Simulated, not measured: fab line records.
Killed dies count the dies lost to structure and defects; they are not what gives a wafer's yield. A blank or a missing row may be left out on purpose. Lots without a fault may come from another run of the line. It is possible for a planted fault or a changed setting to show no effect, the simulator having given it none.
Comparing a struck lot with a sound one || flow n5Finfet || 37 steps out of a route of 1938
Sound: wafers L704.1, L704.2, L704.4. Struck: wafers L699.1, L699.4, L699.6. The cause is named last.
Per side, at each step with rows, come the tool, then ch with its chambers, and then its first start. Under that, the readings that differ: sound wafers || struck wafers || difference of the means || sigmas: that difference in standard deviations of wafers without a fault.
alike: readings whose means differ by less than 2 such deviations, and words and numbers that are the same on both sides. not compared: withheld readings, readings that some wafer has no value for, bounds like >300 that may hide the same value, and numbers for which the record gives no deviation and whose values overlap.
The two part at a step that has a row with sigmas, a row that says differs or no value, or rows on one side only. Numbers that have no deviation but don't overlap get no sigmas and don't part them. Lack of a reading on every wafer of one side parts them only where that side has two or more wafers.

first, 9 steps without rows for these wafers: N5_PMOS_HMC_CHANNEL_EPI_SRD_25 (time 30 s); N5_PMOS_HMC_CHANNEL_EPI_EPI_26 (deposits Si from SiH4/H2, target thk 3.8 nm, time 22.7 s); N5_FIN_SAQP_PRECLEAN_42 (cleans in O3/DIW, time 60 s); N5_FIN_SAQP_PRECLEAN_00 (cleans in SC1, time 60 s); N5_FIN_SAQP_PRECLEAN_44 (cleans in SC2, time 45 s); N5_FIN_SAQP_SRD_01 (time 30 s); N5_FIN_SAQP_ALD_61 (deposits SiO2, target thk 4 nm, pulse time 1 s, purge time 2 s); N5_FIN_SAQP_DENSIFY_62 (time 60 s); N5_FIN_SAQP_HM_DEP_03 (deposits SiNx from SiH4/NH3/N2, target thk 38 nm, time 33.6 s).
N5_FIN_SAQP_PECVD_47: deposits a-Si from SiH4/He, target thk 45 nm, time 36.3 s.
  sound on pecvd-03 ch 0,2, day 6 20:58; struck on pecvd-02 ch 0,1, day 5 16:55
{"reading": "runLengthS (s)", "sound": "73.6 71.9 72.5", "struck": "75.2 75.5 75.3", "difference": "+2.7", "sigmas": "+6"}
{"reading": "model.a-Si_of_FIN_SAQP_PECVD_47.thkNm (nm)", "sound": "44.45 43.93 45.13", "struck": "47.29 47.63 48.02", "difference": "+3.14", "sigmas": ""}
  alike: heaterPowerW, rfFwdPowerW, showerheadPlenumPTorr, throttleValvePct
then, 25 steps without rows for these wafers: N5_FIN_SAQP_PECVD_48 (deposits SiNx from SiH4/NH3/N2, target thk 25 nm, time 22.1 s); N5_FIN_SAQP_PECVD_06 (deposits a-Si from SiH4/He, target thk 60 nm, time 48.1 s); N5_FIN_SAQP_HM_DEP_72 (deposits SiO2 from SiH4/N2O, target thk 12 nm, time 7.2 s); N5_FIN_SAQP_COAT_49 (time 60 s, resist thk 100 nm); N5_FIN_SAQP_COAT_50 (time 60 s, resist thk 35 nm); N5_FIN_SAQP_COAT_10 (resist thk 90 nm); N5_FIN_SAQP_EBR_12; N5_FIN_SAQP_SOFTBAKE_11 (time 60 s); N5_FIN_SAQP_EXPOSE_13 (exposes mask FIN CORE, target cd 35.6 nm); N5_FIN_SAQP_PEB_14 (peb time 60 s); N5_FIN_SAQP_DEVELOP_15 (develop time 30 s); N5_FIN_SAQP_DESCUM_21 (chemistry O2, time 7.9 s); N5_FIN_SAQP_ETCH_51 (etches SiARC in CF4, target depth 45.5 nm, time 75.8 s); N5_FIN_SAQP_ETCH_52 (etches SOC in N2/H2, target depth 100 nm, overetch 20 nm, time 150 s); N5_FIN_SAQP_STRIP_53 (strips in N2/H2); N5_FIN_SAQP_HM_OPEN_73 (chemistry CHF3/O2, target SiO2, stops on a-Si, target depth 12 nm, time 16.8 s); N5_FIN_SAQP_STRIP_74 (strips in CHF3/O2); N5_FIN_SAQP_MANDREL_ETCH_22 (etches a-Si in HBr/Cl2, stops on SiNx, target depth 60 nm, bt time 10 s, time 30 s); N5_FIN_SAQP_STRIP_55 (strips in N2/H2); N5_FIN_SAQP_STRIP_23 (strips in SPM, time 750 s); N5_FIN_SAQP_SRD_66 (time 30 s); N5_FIN_SAQP_RECESS_75 (chemistry HF/NH3, target SiO2, target depth 14.4 nm, afs cycles 3, sublimation time 60 s); N5_FIN_SAQP_SPACER1_ALD_24 (deposits SiO2, target thk 20.3 nm, pulse time 1 s, purge time 2 s); N5_FIN_SAQP_SPACER1_ETCHBACK_25 (etches SiO2 in CHF3/O2, target depth 24.4 nm, time 12.2 s); N5_FIN_SAQP_MANDREL1_REMOVE_56 (chemistry HBr/Cl2/O2, target a-Si, stops on SiNx, bt time 10 s).
N5_FIN_SAQP_MANDREL_ETCH_58: etches a-Si in HBr/Cl2, stops on SiNx, target depth 45 nm, bt time 10 s, time 27 s.
  sound on rieSi-06 ch 0,1,2, day 6 23:56; struck on rieSi-02 ch 1,2,3, day 5 19:52
{"reading": "model.etch.depthNm (nm)", "sound": "44.45 43.93 45.13", "struck": "47.29 47.63 48.02", "difference": "+3.14", "sigmas": ""}
  alike: biasW, drypumpMotorCurrentA, heBacksideLeakSccm, oesProductAu, rfFwdPowerW, throttleValvePct
  not compared: rfHoursCounterH
-- here the record skips 8 days between the struck wafers' starts before and after, leaving off in module FIN_SAQP and picking up in module BEOL_M4 (first step shown: number 1111 of the route) --
N5_BEOL_M4_RC_MEAS_101:
  sound on prober-01 ch 0, day 14 03:54; struck on prober-02 ch 0, day 13 11:27
  alike: DIBL_N, DIBL_P, IOFF_N, IOFF_P, ION_N, ION_P, SS_N, SS_P, VT_N, VT_P

WHERE THEY PART
Within this record, at N5_FIN_SAQP_PECVD_47 only. Later steps at which nothing parts them and some readings are alike: N5_FIN_SAQP_MANDREL_ETCH_58, N5_BEOL_M4_RC_MEAS_101.

WHY: whatever the simulator had introduced
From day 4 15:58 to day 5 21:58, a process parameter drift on pecvd-02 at N5_FIN_SAQP_PECVD_47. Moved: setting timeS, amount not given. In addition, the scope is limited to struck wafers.
